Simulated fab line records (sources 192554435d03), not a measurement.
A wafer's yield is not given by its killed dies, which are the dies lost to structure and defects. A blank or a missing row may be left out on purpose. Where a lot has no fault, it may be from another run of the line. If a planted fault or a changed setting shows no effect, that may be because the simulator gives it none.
Problem report in the 8D (eight disciplines) form, filled by code | flow n5 finfet | the parts of the form that need people (team, actions taken, sign-off) are left out

1. THE ISSUE
Wafers without a fault read 1500.1 rpm, standard deviation 0.96; spin speed rpm at N5_FIN_SAQP_COAT_50 reads a mean of 1536.2 rpm on 6 wafers belonging to 2 lots. That puts it +38 standard deviations away from the usual mean.
The step: time 60 s, resist thk 35 nm.
First seen on wafer L354.1, day 4 08:55, on litho track-04. The record has a number at this step for 12 wafers belonging to 4 lots. The rule behind "out" and "out of limits": a value lying over 4 standard deviations away from the usual mean. The other wafers with a number count as sound.

2. WHAT THIS IS AND IS NOT
question                    | is                     | is not
which readings at this step | spin speed rpm         | -
which lots                  | L354, L355             | L347, L363
which wafers of those lots  | all that have a number | -
read on which tools         | litho track-04         | litho track-01
when                        | from day 4 08:55       | up to then (3 sound wafers); but 3 sound wafers of L363 came after

3. THE SUSPECTS, EACH WITH WHAT RULES IT OUT
Counting: any tool at a process step up to the reading is kept as a suspect provided that every lot that is out went through it and no sound lot did after the first of them.
- litho track-04 at N5_FIN_SAQP_COAT_50 (time 60 s, resist thk 35 nm): kept. All lots that are out passed through it, beginning with L354 at day 4 08:55, and no sound lot followed; its final sound lot before that point was L347 at day 2 15:49. Its own readings are out on those wafers: spin speed rpm.
Left after counting: litho track-04 at N5_FIN_SAQP_COAT_50.

4. THE CAUSE (what the simulator had put in)
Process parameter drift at N5_FIN_SAQP_COAT_50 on litho track-04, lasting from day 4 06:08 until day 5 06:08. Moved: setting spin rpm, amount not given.
Only this tool survived the counting.

5. THE CHAIN OF EFFECTS, in route order
One row per reading whose mean, taken over the struck wafers that have a number, lies over 3 standard deviations from the usual. Only readings for which the record gives a usual standard deviation are gone through. hours: the time from each lot's start at the first step in this table that gives one to its start at this step, as a median over the lots. sigmas: the change in usual standard deviations.
hours | step                | reading        | usual      | on struck wafers | change | sigmas
0     | N5_FIN_SAQP_COAT_50 | spin speed rpm | 1500.1 rpm | 1536.2           | +36.2  | +38
Process steps it contains:
- N5_FIN_SAQP_COAT_50: time 60 s, resist thk 35 nm.
At these later measuring or inspecting steps, every struck wafer for which the step has a row has a number for every such reading, and none has moved that far: N5_BEOL_M4_RC_MEAS_101.

6. HOW IT WOULD HAVE BEEN CAUGHT EARLIER
3 hours passed between the start of the fault at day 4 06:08 and the first reading out of limits in this record, taken at day 4 08:55.
